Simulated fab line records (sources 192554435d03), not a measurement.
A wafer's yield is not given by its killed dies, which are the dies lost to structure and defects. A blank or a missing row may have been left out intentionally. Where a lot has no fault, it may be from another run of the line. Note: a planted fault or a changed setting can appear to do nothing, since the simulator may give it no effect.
Which tool is to blame? || flow n5_finfet || 11 lots with 32 wafers sampled at 3 steps, on a route of 1938 steps

== WHAT THE GAUGES SHOWED, per wafer ==
N5_BEOL_M4_RS_MEAS_58: a four-point-probe measurement.
{"lot": "L193", "measured": "day 9 02:10", "on": "film_metro-01", "M4_RS (ohm/sq)": "0.64 0.66 0.67"}
{"lot": "L201", "measured": "day 11 10:30", "on": "film_metro-01", "M4_RS (ohm/sq)": "0.73 0.68 0.67"}
{"lot": "L202", "measured": "day 11 12:02", "on": "film_metro-02", "M4_RS (ohm/sq)": "0.64 0.64"}
{"lot": "L200", "measured": "day 11 16:49", "on": "film_metro-02", "M4_RS (ohm/sq)": "0.62 0.61 0.67"}
{"lot": "L199", "measured": "day 11 21:34", "on": "film_metro-02", "M4_RS (ohm/sq)": "0.64 0.66 0.64"}
{"lot": "L207", "measured": "day 12 13:52", "on": "film_metro-01", "M4_RS (ohm/sq)": "0.65 0.66 0.71"}
{"lot": "L206", "measured": "day 13 00:10", "on": "film_metro-02", "M4_RS (ohm/sq)": "0.60 0.65 0.64"}
{"lot": "L205", "measured": "day 13 11:49", "on": "film_metro-01", "M4_RS (ohm/sq)": "0.66 0.61 0.68"}
{"lot": "L210", "measured": "day 13 11:52", "on": "film_metro-02", "M4_RS (ohm/sq)": "0.68 0.65 0.64"}
{"lot": "L215", "measured": "day 15 03:17", "on": "film_metro-01", "M4_RS (ohm/sq)": "0.68 0.62 0.70"}
{"lot": "L216", "measured": "day 15 13:22", "on": "film_metro-02", "M4_RS (ohm/sq)": "0.64 0.62 0.72"}

== TOOL THAT RAN EACH LOT (tool first, then ch and the chambers of the sampled wafers, then the start) ==
{"lot": "L193", "N5_BEOL_M4_ANNEAL_51": "rtp_anneal-01 ch 0, day 9 01:21", "N5_BEOL_M4_CMP_52": "cmp-03 ch 0,2,3, day 9 01:38"}
{"lot": "L201", "N5_BEOL_M4_ANNEAL_51": "rtp_anneal-02 ch 0, day 11 09:38", "N5_BEOL_M4_CMP_52": "cmp-01 ch 0,2, day 11 09:53"}
{"lot": "L202", "N5_BEOL_M4_ANNEAL_51": "rtp_anneal-02 ch 0, day 11 11:13", "N5_BEOL_M4_CMP_52": "cmp-03 ch 3, day 11 11:31"}
{"lot": "L200", "N5_BEOL_M4_ANNEAL_51": "rtp_anneal-01 ch 0, day 11 16:01", "N5_BEOL_M4_CMP_52": "cmp-04 ch 0,1,3, day 11 16:16"}
{"lot": "L199", "N5_BEOL_M4_ANNEAL_51": "rtp_anneal-02 ch 0, day 11 20:43", "N5_BEOL_M4_CMP_52": "cmp-01 ch 0,2,3, day 11 21:03"}
{"lot": "L207", "N5_BEOL_M4_ANNEAL_51": "rtp_anneal-01 ch 0, day 12 12:38", "N5_BEOL_M4_CMP_52": "cmp-03 ch 0,1, day 12 12:58"}
{"lot": "L206", "N5_BEOL_M4_ANNEAL_51": "rtp_anneal-01 ch 0, day 12 23:19", "N5_BEOL_M4_CMP_52": "cmp-04 ch 0,2,3, day 12 23:37"}
{"lot": "L205", "N5_BEOL_M4_ANNEAL_51": "rtp_anneal-01 ch 0, day 13 10:58", "N5_BEOL_M4_CMP_52": "cmp-03 ch 1,3, day 13 11:13"}
{"lot": "L210", "N5_BEOL_M4_ANNEAL_51": "rtp_anneal-02 ch 0, day 13 11:01", "N5_BEOL_M4_CMP_52": "cmp-01 ch 2,3, day 13 11:19"}
{"lot": "L215", "N5_BEOL_M4_ANNEAL_51": "rtp_anneal-02 ch 0, day 15 02:19", "N5_BEOL_M4_CMP_52": "cmp-01 ch 0,1,3, day 15 02:34"}
{"lot": "L216", "N5_BEOL_M4_ANNEAL_51": "rtp_anneal-02 ch 0, day 15 12:20", "N5_BEOL_M4_CMP_52": "cmp-03 ch 0,1,2, day 15 12:44"}
- N5_BEOL_M4_ANNEAL_51: time 90 s.
- N5_BEOL_M4_CMP_52: polishes, stops on SiOC, t overpolish 6.8 s, target thk 40 nm.

== THE ANSWER, worked out from the rows above alone ==
Rule: usual is defined by the lots themselves. Put in order of their means at a reading, lots are off if they are a third of the lots or fewer, leave a main group of 4 or more, and stand apart from it by a gap of 3 or more times the standard deviation of the main group's means; of several such gaps the widest counts. A main group is skipped when, at the precision printed for the reading in the tables above, its means are all equal. Also off: a lot with no number at a reading for which 4 or more lots have one. Any other lot the step has rows for is counted as sound.
Across all readings shown, no lot is off: no conclusion can be drawn from this.

== WHAT THE SIMULATOR HAD PUT IN ==
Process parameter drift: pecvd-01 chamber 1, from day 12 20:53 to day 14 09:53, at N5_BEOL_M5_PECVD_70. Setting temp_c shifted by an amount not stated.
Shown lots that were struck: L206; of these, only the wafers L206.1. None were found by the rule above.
